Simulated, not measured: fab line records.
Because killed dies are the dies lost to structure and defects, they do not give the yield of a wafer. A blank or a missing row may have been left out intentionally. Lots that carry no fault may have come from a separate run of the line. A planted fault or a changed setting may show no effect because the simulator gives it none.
What tool caused it? / flow n5Finfet / 9 lots with 27 wafers sampled at 4 steps, on a route of 1938 steps

== WHAT THE GAUGES READ, wafer by wafer ==
N5_SD_EPI_N_CD_MEAS_09 targets a cd of 120 nm.
lot=L964; measured=day 3 05:03; on=cdSem-02; cdNm (nm)=118.7 118.2 117.9
lot=L967; measured=day 4 01:47; on=cdSem-02; cdNm (nm)=119.6 119.8 120.7
lot=L971; measured=day 5 01:28; on=cdSem-01; cdNm (nm)=120.7 121.3 120.3
lot=L980; measured=day 7 05:35; on=cdSem-01; cdNm (nm)=127.6 128.3 126.9
lot=L981; measured=day 7 15:21; on=cdSem-03; cdNm (nm)=120.6 119.9 120.6
lot=L982; measured=day 7 21:09; on=cdSem-02; cdNm (nm)=123.9 124.9 124.1
lot=L983; measured=day 8 00:53; on=cdSem-03; cdNm (nm)=121.0 120.4 121.0
lot=L984; measured=day 8 08:18; on=cdSem-02; cdNm (nm)=120.7 121.5 120.7
lot=L986; measured=day 8 22:59; on=cdSem-02; cdNm (nm)=119.9 120.2 119.4

== EACH LOT AND THE TOOL THAT RAN IT (in order: tool; ch and the chambers of the sampled wafers; start) ==
lot=L964; N5_DUMMY_GATE_STRIP_40=rieDiel-06 ch 1,2,3, day 3 03:13; N5_DUMMY_GATE_STRIP_48=rieDiel-01 ch 0,2,3, day 3 03:52; N5_SD_EPI_N_EXPOSE_06=arfiScanner-01 ch 0, day 3 04:56
lot=L967; N5_DUMMY_GATE_STRIP_40=rieDiel-01 ch 2,3, day 3 23:38; N5_DUMMY_GATE_STRIP_48=rieDiel-02 ch 0,1,3, day 4 00:17; N5_SD_EPI_N_EXPOSE_06=arfiScanner-02 ch 0, day 4 01:40
lot=L971; N5_DUMMY_GATE_STRIP_40=rieDiel-02 ch 0,2,3, day 4 23:36; N5_DUMMY_GATE_STRIP_48=rieDiel-01 ch 0,1,3, day 5 00:14; N5_SD_EPI_N_EXPOSE_06=arfiScanner-01 ch 0, day 5 01:20
lot=L980; N5_DUMMY_GATE_STRIP_40=rieDiel-01 ch 0,2, day 7 03:03; N5_DUMMY_GATE_STRIP_48=rieDiel-01 ch 0,1,3, day 7 03:41; N5_SD_EPI_N_EXPOSE_06=arfiScanner-01 ch 0, day 7 05:28
lot=L981; N5_DUMMY_GATE_STRIP_40=rieDiel-06 ch 0,3, day 7 13:20; N5_DUMMY_GATE_STRIP_48=rieDiel-06 ch 0,1,3, day 7 14:10; N5_SD_EPI_N_EXPOSE_06=arfiScanner-02 ch 0, day 7 15:14
lot=L982; N5_DUMMY_GATE_STRIP_40=rieDiel-01 ch 2,3, day 7 19:19; N5_DUMMY_GATE_STRIP_48=rieDiel-02 ch 0,2,3, day 7 19:58; N5_SD_EPI_N_EXPOSE_06=arfiScanner-01 ch 0, day 7 21:01
lot=L983; N5_DUMMY_GATE_STRIP_40=rieDiel-01 ch 0,1,3, day 7 22:25; N5_DUMMY_GATE_STRIP_48=rieDiel-01 ch 0,2,3, day 7 23:42; N5_SD_EPI_N_EXPOSE_06=arfiScanner-02 ch 0, day 8 00:46
lot=L984; N5_DUMMY_GATE_STRIP_40=rieDiel-02 ch 0,2,3, day 8 06:28; N5_DUMMY_GATE_STRIP_48=rieDiel-06 ch 1,2,3, day 8 07:06; N5_SD_EPI_N_EXPOSE_06=arfiScanner-03 ch 0, day 8 08:11
lot=L986; N5_DUMMY_GATE_STRIP_40=rieDiel-06 ch 0,1,2, day 8 21:10; N5_DUMMY_GATE_STRIP_48=rieDiel-06 ch 0,1,2, day 8 21:48; N5_SD_EPI_N_EXPOSE_06=arfiScanner-03 ch 0, day 8 22:52
- N5_DUMMY_GATE_STRIP_40: strips in CF4.
- N5_DUMMY_GATE_STRIP_48: strips in N2/H2, time 20 s.
- N5_SD_EPI_N_EXPOSE_06: exposes mask SD N BLK, target cd 120 nm.

== THE ANSWER, worked out from the rows above alone ==
Rule: what is usual is taken from the lots themselves. Put in order of their means at a reading, lots are off if they are a third of the lots or fewer, leave a main group of 4 or more, and stand apart from it by a gap of 3 or more times the standard deviation of the main group's means; of several such gaps the widest counts. If all means in a main group match to the digits the tables above print for the reading, that group is not used. A lot without any number at a reading at which 4 lots or more have one is off too. Where the step has rows for the other lots, those lots are counted as sound.
Off at N5_SD_EPI_N_CD_MEAS_09 (cdNm): L980, L982. The main group: mean 120.1 nm, standard deviation 0.86.
A tool fits if, at a process step before that reading, it ran every lot that is off, and no sound lot after the first of them. Those tools and the gauges at N5_SD_EPI_N_CD_MEAS_09 are tried in the same way. One fits: N5_SD_EPI_N_EXPOSE_06 on arfiScanner-01. A fault onset in the window from L971 (day 5 01:20, its last sound lot) to L980 (day 7 05:28, its first lot off) fits.

== WHAT THE SIMULATOR HAD INSERTED ==
Drift in process parameters on arfiScanner-01 at N5_SD_EPI_N_EXPOSE_06, starting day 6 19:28. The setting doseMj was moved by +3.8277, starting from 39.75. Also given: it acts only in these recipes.
Struck lots among those shown: L980, L982. This agrees with what the rule above found.
